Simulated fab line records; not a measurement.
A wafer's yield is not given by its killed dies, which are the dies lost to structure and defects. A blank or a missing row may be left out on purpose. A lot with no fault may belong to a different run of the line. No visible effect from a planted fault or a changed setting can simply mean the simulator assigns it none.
fab line records + flow nand-harc + part 2 of 2: steps 5 to 6 of 6
record:
- lots: 24
- wafers: 72
- last-day: 33
route steps=1302 shown P_CONTACT@235 P_M2@335 P_BONDPAD@370
lots with no fault: from the same line, run without faults
start-h: hours from the record's opening day to when the first of the lot's shown wafers began + wait-h: how many hours have passed since the lot's step before this one + " identical to the entry in the row above + L1.1+2: a single row standing in for several wafers + - no value, or no start given + * or withheld: withheld + < > ~ a bound
route shown NAME@n: names a module that has steps shown in the file, with the first one's number in the route + usual: the fault-free wafers' mean and standard deviation + same: alike in all rows + chamber/n: place in a boat + sites: the reading at each site + _std_site: the standard deviation of these + _edge_site: mean of outer sites minus mean of inner sites + radius-mm: for every site, how far away it sits from the centre of the wafer + mask NAME#n: copy n + behind: the tool/chamber that last shaped the wafer + hold: what put the lot on hold/how long, in hours/how the hold closed + device: transistor that didn't switch, given as n, p or np + end of line: the tests these same wafers got at the end of their route + a step with no rows: only its recipe + killed: at the first sort, the dies lost to defects and structure; wafer yield is something else + map: a wafer's dies, marking killed ones x, the rest . and places with no die _
set.NAME: setting as actually run; set.NAME@STEP: the setting as run at that earlier step + model.NAME: the simulator's own value behind a step, which no gauge read
route steps across a sampled set of lots; one table per step, one row per wafer
services: the hour from which a tool's chamber was out of use, counted from the record's first day as start-h (under 0 if before that day), plus the number of hours and why
== steps ==
step: NHARC_P_BONDPAD_CD_MEAS_13
usual:
- cd-nm: 499.8/1.9
| lot.wafer | tool      | chamber | start-h | wait-h | cd-nm |
|-----------|-----------|---------|---------|--------|-------|
| L074.4    | cd-sem-03 | -       | 134.88  | -      | 497.9 |
| L074.5    | "         | -       | "       | "      | 498.8 |
| L074.6    | "         | -       | "       | "      | 500.0 |
| L075.3    | cd-sem-01 | -       | 142.38  | -      | 498.2 |
| L075.4    | "         | -       | "       | "      | 498.0 |
| L075.6    | "         | -       | "       | "      | 498.7 |
| L076.1    | cd-sem-03 | -       | 159.29  | -      | 498.9 |
| L076.2    | "         | -       | "       | "      | 499.7 |
| L076.6    | "         | -       | "       | "      | 496.6 |
| L077.3    | cd-sem-03 | -       | 163.53  | -      | 500.0 |
| L077.5    | "         | -       | "       | "      | 499.0 |
| L077.6    | "         | -       | "       | "      | 500.0 |
| L078.3    | cd-sem-01 | -       | 180.21  | -      | 502.9 |
| L078.4    | "         | -       | "       | "      | 501.0 |
| L078.5    | "         | -       | "       | "      | 502.7 |
| L079.2    | cd-sem-01 | -       | 180.73  | -      | 499.0 |
| L079.4    | "         | -       | "       | "      | 500.6 |
| L079.5    | "         | -       | "       | "      | 497.9 |
| L080.1    | cd-sem-03 | -       | 190.16  | -      | 502.0 |
| L080.2    | "         | -       | "       | "      | 503.7 |
| L080.3    | "         | -       | "       | "      | 501.9 |
| L081.1    | cd-sem-03 | -       | 201.20  | -      | 500.6 |
| L081.3    | "         | -       | "       | "      | 501.5 |
| L081.5    | "         | -       | "       | "      | 499.7 |
| L082.3    | cd-sem-03 | -       | 215.35  | -      | 499.8 |
| L082.4    | "         | -       | "       | "      | 499.3 |
| L082.5    | "         | -       | "       | "      | 498.1 |
| L083.3    | cd-sem-01 | -       | 230.11  | -      | 500.3 |
| L083.4    | "         | -       | "       | "      | 498.3 |
| L083.6    | "         | -       | "       | "      | 499.0 |
| L084.2    | cd-sem-03 | -       | 233.84  | -      | 499.3 |
| L084.4    | "         | -       | "       | "      | 497.7 |
| L084.6    | "         | -       | "       | "      | 498.1 |
| L085.2    | cd-sem-01 | -       | 241.19  | -      | 499.5 |
| L085.5    | "         | -       | "       | "      | 497.9 |
| L085.6    | "         | -       | "       | "      | 503.7 |
| L086.1    | cd-sem-02 | -       | 252.45  | -      | 499.1 |
| L086.2    | "         | -       | "       | "      | 496.1 |
| L086.4    | "         | -       | "       | "      | 497.6 |
| L087.3    | cd-sem-03 | -       | 262.70  | -      | 501.1 |
| L087.5    | "         | -       | "       | "      | 503.2 |
| L087.6    | "         | -       | "       | "      | 498.4 |
| L088.3    | cd-sem-01 | -       | 282.58  | -      | 501.1 |
| L088.4    | "         | -       | "       | "      | 505.1 |
| L088.5    | "         | -       | "       | "      | 500.9 |
| L089.1    | cd-sem-02 | -       | 286.00  | -      | 497.5 |
| L089.3    | "         | -       | "       | "      | 497.5 |
| L089.5    | "         | -       | "       | "      | 499.6 |
| L090.3    | cd-sem-02 | -       | 292.90  | -      | 498.4 |
| L090.4    | "         | -       | "       | "      | 498.2 |
| L090.6    | "         | -       | "       | "      | 499.8 |
| L091.1    | cd-sem-03 | -       | 302.12  | -      | 497.0 |
| L091.2    | "         | -       | "       | "      | 501.2 |
| L091.4    | "         | -       | "       | "      | 500.6 |
| L092.1    | cd-sem-02 | -       | 311.01  | -      | 499.2 |
| L092.3    | "         | -       | "       | "      | 500.6 |
| L092.5    | "         | -       | "       | "      | 498.8 |
| L093.4    | cd-sem-01 | -       | 330.36  | -      | 499.6 |
| L093.5    | "         | -       | "       | "      | 501.2 |
| L093.6    | "         | -       | "       | "      | 502.3 |
| L094.1    | cd-sem-02 | -       | 335.16  | -      | 499.9 |
| L094.2    | "         | -       | "       | "      | 499.8 |
| L094.3    | "         | -       | "       | "      | 501.8 |
| L095.1    | cd-sem-03 | -       | 348.78  | -      | 499.3 |
| L095.4    | "         | -       | "       | "      | 499.1 |
| L095.6    | "         | -       | "       | "      | 502.2 |
| L096.2    | cd-sem-02 | -       | 357.36  | -      | 499.5 |
| L096.5    | "         | -       | "       | "      | 496.8 |
| L096.6    | "         | -       | "       | "      | 499.2 |
| L097.2    | cd-sem-02 | -       | 361.20  | -      | 503.6 |
| L097.3    | "         | -       | "       | "      | 500.8 |
| L097.5    | "         | -       | "       | "      | 502.3 |
step: NHARC_P_BONDPAD_STRIP_15
recipe:
- o2-flow-sccm: 500
- ar-flow-sccm: 0
- bias-w: 0
- chemistry: O2
usual:
- drypump-motor-current-A: 5.8/0.51
- oes-product-au: 1.003/0.01
- rf-vpp-V: 57.9/0.88
- showerhead-plenum-p-Torr: 3.58/0.12
- throttle-valve-pct: 17.035/0.0094
| lot.wafer | tool        | chamber | start-h | wait-h | drypump-motor-current-A | oes-product-au | rf-hours-counter-h | rf-vpp-V | showerhead-plenum-p-Torr | throttle-valve-pct |
|-----------|-------------|---------|---------|--------|-------------------------|----------------|--------------------|----------|--------------------------|--------------------|
| L074.4    | rie-diel-11 | 1       | 134.97  | 0.1    | 5.9                     | 0.987          | 3                  | 56.9     | 3.66                     | 17.038             |
| L074.6    | "           | 3       | "       | "      | 5.8                     | 1.004          | -                  | 57.5     | 3.55                     | 17.043             |
| L074.5    | "           | 0       | "       | "      | 6.8                     | 1.026          | -                  | 58.5     | 3.67                     | 17.038             |
| L075.4    | rie-diel-12 | 1       | 142.45  | 0.1    | 5.0                     | 1.005          | 1                  | 57.4     | 3.67                     | 17.035             |
| L075.3    | "           | 3       | "       | "      | 5.5                     | 1.016          | 1                  | 57.1     | 3.43                     | 17.032             |
| L075.6    | "           | 1       | "       | "      | 5.0                     | 1.000          | -                  | 57.3     | 3.67                     | 17.046             |
| L076.1    | rie-diel-04 | 3       | 159.37  | 0.1    | 5.4                     | 0.995          | 10                 | 57.8     | 3.57                     | 17.022             |
| L076.2    | "           | 1       | "       | "      | 6.2                     | 0.997          | 10                 | 57.5     | 3.43                     | 17.054             |
| L076.6    | "           | 3       | "       | "      | 5.4                     | 1.004          | -                  | 57.3     | 3.57                     | 17.032             |
| L077.3    | rie-diel-11 | 3       | 163.60  | 0.1    | 5.8                     | 0.996          | 5                  | 56.2     | 3.55                     | 17.041             |
| L077.5    | "           | 3       | "       | "      | 5.8                     | 0.994          | -                  | 57.1     | 3.55                     | 17.043             |
| L077.6    | "           | 0       | "       | "      | 6.8                     | 0.997          | -                  | 59.2     | 3.67                     | 17.034             |
| L078.4    | rie-diel-12 | 0       | 180.30  | 0.1    | 5.3                     | 1.013          | 2                  | 58.0     | 3.57                     | 17.046             |
| L078.3    | "           | 1       | "       | "      | 5.0                     | 1.007          | 2                  | 57.7     | 3.67                     | 17.044             |
| L078.5    | "           | 0       | "       | "      | 5.3                     | 1.008          | -                  | 57.8     | 3.57                     | 17.038             |
| L079.4    | rie-diel-12 | 0       | 180.82  | 0.1    | 5.3                     | 1.002          | 2                  | 59.4     | 3.57                     | 17.035             |
| L079.2    | "           | 1       | "       | "      | 5.0                     | 0.996          | 2                  | 58.5     | 3.67                     | 17.027             |
| L079.5    | "           | 3       | "       | "      | 5.5                     | 1.018          | -                  | 57.3     | 3.43                     | 17.038             |
| L080.2    | rie-diel-11 | 1       | 190.24  | 0.1    | 5.9                     | 0.990          | 6                  | 58.1     | 3.66                     | 17.016             |
| L080.1    | "           | 2       | "       | "      | 5.9                     | 0.998          | 7                  | 57.7     | 3.78                     | 17.017             |
| L080.3    | "           | 3       | "       | "      | 5.8                     | 0.997          | 6                  | 56.8     | 3.55                     | 17.022             |
| L081.1    | rie-diel-04 | 3       | 201.29  | 0.1    | 5.4                     | 1.024          | 0                  | 57.5     | 3.57                     | 17.054             |
| L081.3    | "           | 0       | "       | "      | 5.8                     | 1.008          | 1                  | 58.0     | 3.54                     | 17.043             |
| L081.5    | "           | 2       | "       | "      | 5.7                     | 0.996          | -                  | 57.9     | 3.33                     | 17.037             |
| L082.4    | rie-diel-11 | 2       | 215.45  | 0.1    | 5.9                     | 1.006          | 8                  | 58.7     | 3.78                     | 17.026             |
| L082.3    | "           | 3       | "       | "      | 5.8                     | 1.019          | 7                  | 57.7     | 3.55                     | 17.021             |
| L082.5    | "           | 0       | "       | "      | 6.8                     | 1.016          | -                  | 58.6     | 3.67                     | 17.028             |
| L083.4    | rie-diel-12 | 1       | 230.19  | 0.1    | 5.0                     | 1.003          | 4                  | 58.6     | 3.67                     | 17.038             |
| L083.3    | "           | 3       | "       | "      | 5.5                     | 1.009          | 3                  | 57.0     | 3.43                     | 17.044             |
| L083.6    | "           | 0       | "       | "      | 5.3                     | 1.010          | -                  | 57.6     | 3.57                     | 17.033             |
| L084.2    | rie-diel-11 | 3       | 233.91  | 0.1    | 5.8                     | 1.007          | 9                  | 58.8     | 3.55                     | 17.044             |
| L084.4    | "           | 0       | "       | "      | 6.8                     | 1.008          | 9                  | 59.3     | 3.67                     | 17.025             |
| L084.6    | "           | 3       | "       | "      | 5.8                     | 1.001          | -                  | 58.5     | 3.55                     | 17.018             |
| L085.2    | rie-diel-11 | 2       | 241.31  | 0.1    | 5.9                     | 1.006          | 10                 | 58.6     | 3.78                     | 17.039             |
| L085.6    | "           | 3       | "       | "      | 5.8                     | 1.018          | -                  | 57.1     | 3.55                     | 17.034             |
| L085.5    | "           | 0       | "       | "      | 6.8                     | 1.011          | -                  | 58.2     | 3.67                     | 17.035             |
| L086.4    | rie-diel-11 | 1       | 252.52  | 0.1    | 5.9                     | 1.001          | 10                 | 58.1     | 3.66                     | 17.032             |
| L086.1    | "           | 2       | "       | "      | 5.9                     | 1.008          | 11                 | 58.4     | 3.78                     | 17.029             |
| L086.2    | "           | 0       | "       | "      | 6.8                     | 1.015          | 10                 | 57.5     | 3.67                     | 17.042             |
| L087.3    | rie-diel-12 | 1       | 262.79  | 0.1    | 5.0                     | 1.012          | 4                  | 57.6     | 3.67                     | 17.025             |
| L087.5    | "           | 0       | "       | "      | 5.3                     | 1.010          | -                  | 59.0     | 3.57                     | 17.043             |
| L087.6    | "           | 1       | "       | "      | 5.0                     | 1.007          | -                  | 59.5     | 3.67                     | 17.021             |
| L088.4    | rie-diel-11 | 2       | 282.65  | 0.1    | 5.9                     | 1.010          | 1                  | 59.4     | 3.78                     | 17.023             |
| L088.3    | "           | 1       | "       | "      | 5.9                     | 1.026          | 1                  | 58.4     | 3.66                     | 17.037             |
| L088.5    | "           | 2       | "       | "      | 5.9                     | 1.011          | -                  | 58.3     | 3.78                     | 17.045             |
| L089.3    | rie-diel-04 | 2       | 286.09  | 0.1    | 5.7                     | 0.990          | 6                  | 55.8     | 3.33                     | 17.038             |
| L089.1    | "           | 0       | "       | "      | 5.8                     | 1.004          | 6                  | 57.6     | 3.54                     | 17.024             |
| L089.5    | "           | 1       | "       | "      | 6.2                     | 0.990          | -                  | 57.0     | 3.43                     | 17.028             |
| L090.4    | rie-diel-11 | 3       | 292.97  | 0.1    | 5.8                     | 0.986          | 2                  | 58.2     | 3.55                     | 17.047             |
| L090.3    | "           | 2       | "       | "      | 5.9                     | 1.012          | 2                  | 58.1     | 3.78                     | 17.049             |
| L090.6    | "           | 3       | "       | "      | 5.8                     | 0.993          | -                  | 58.8     | 3.55                     | 17.036             |
| L091.4    | rie-diel-11 | 3       | 302.19  | 0.1    | 5.8                     | 1.000          | 2                  | 56.3     | 3.55                     | 17.033             |
| L091.1    | "           | 0       | "       | "      | 6.8                     | 1.006          | 3                  | 57.9     | 3.66                     | 17.026             |
| L091.2    | "           | 1       | "       | "      | 5.9                     | 1.021          | 3                  | 57.1     | 3.65                     | 17.027             |
| L092.1    | rie-diel-12 | 1       | 311.09  | 0.1    | 5.0                     | 0.984          | 0                  | 59.4     | 3.67                     | 17.049             |
| L092.3    | "           | 3       | "       | "      | 5.5                     | 1.011          | 0                  | 57.8     | 3.42                     | 17.035             |
| L092.5    | "           | 1       | "       | "      | 5.0                     | 0.984          | -                  | 58.2     | 3.67                     | 17.037             |
| L093.4    | rie-diel-12 | 2       | 330.46  | 0.1    | 6.2                     | 0.999          | 1                  | 56.1     | 3.42                     | 17.029             |
| L093.5    | "           | 0       | "       | "      | 5.3                     | 0.998          | -                  | 58.7     | 3.57                     | 17.038             |
| L093.6    | "           | 1       | "       | "      | 5.0                     | 0.991          | -                  | 58.0     | 3.67                     | 17.046             |
| L094.1    | rie-diel-11 | 3       | 335.23  | 0.1    | 5.8                     | 0.997          | 5                  | 59.0     | 3.55                     | 17.025             |
| L094.2    | "           | 1       | "       | "      | 5.9                     | 1.015          | 5                  | 57.8     | 3.65                     | 17.032             |
| L094.3    | "           | 2       | "       | "      | 5.9                     | 1.008          | 5                  | 57.4     | 3.77                     | 17.055             |
| L095.4    | rie-diel-04 | 2       | 348.89  | 0.1    | 5.7                     | 0.991          | 10                 | 55.7     | 3.33                     | 17.048             |
| L095.1    | "           | 3       | "       | "      | 5.4                     | 1.013          | 10                 | 58.9     | 3.56                     | 17.042             |
| L095.6    | "           | 0       | "       | "      | 5.8                     | 0.999          | -                  | 58.5     | 3.53                     | 17.038             |
| L096.2    | rie-diel-12 | 3       | 357.44  | 0.1    | 5.5                     | 1.003          | 2                  | 57.7     | 3.42                     | 17.041             |
| L096.6    | "           | 2       | "       | "      | 6.2                     | 0.999          | -                  | 58.7     | 3.42                     | 17.019             |
| L096.5    | "           | 3       | "       | "      | 5.5                     | 1.015          | -                  | 57.3     | 3.42                     | 17.044             |
| L097.2    | rie-diel-12 | 0       | 361.27  | 0.1    | 5.3                     | 0.998          | 2                  | 59.6     | 3.57                     | 17.029             |
| L097.3    | "           | 1       | "       | "      | 5.0                     | 0.997          | 3                  | 58.7     | 3.67                     | 17.045             |
| L097.5    | "           | 1       | "       | "      | 5.0                     | 0.989          | -                  | 58.7     | 3.67                     | 17.022             |
== services ==
| tool         | chamber | start-h | hours | kind   |
|--------------|---------|---------|-------|--------|
| cmp-02       | -       | 105.26  | 0.6   | repair |
| cmp-01       | -       | 118.46  | 7.6   | repair |
| rie-diel-11  | 1       | 118.71  | 5.5   | repair |
| cmp-02       | -       | 134.50  | 4.0   | pm     |
| rie-diel-12  | 0       | 152.37  | 4.6   | repair |
| cmp-01       | -       | 157.45  | 3.4   | repair |
| rie-diel-12  | -       | 159.39  | 0.7   | repair |
| cmp-01       | -       | 162.62  | 0.7   | repair |
| ald-metal-01 | -       | 170.00  | 10.0  | pm     |
| rie-diel-02  | 2       | 175.33  | 5.0   | repair |
| cmp-01       | -       | 185.50  | 4.0   | pm     |
| rie-diel-08  | -       | 190.80  | 9.0   | pm     |
| rie-diel-02  | -       | 216.70  | 9.0   | pm     |
| cmp-01       | -       | 226.40  | 0.6   | repair |
| cmp-01       | -       | 240.47  | 2.1   | repair |
| ald-metal-02 | -       | 254.00  | 10.0  | pm     |
| rie-diel-11  | -       | 255.50  | 9.0   | pm     |
| ald-metal-01 | -       | 257.65  | 5.0   | repair |
| rie-diel-08  | 1       | 258.04  | 2.9   | repair |
| cmp-01       | -       | 259.44  | 0.5   | repair |
| rie-diel-12  | -       | 268.40  | 9.0   | pm     |
| ald-metal-02 | -       | 282.99  | 1.0   | repair |
| cmp-01       | -       | 283.50  | 4.0   | pm     |
| ald-metal-01 | -       | 348.00  | 10.0  | pm     |
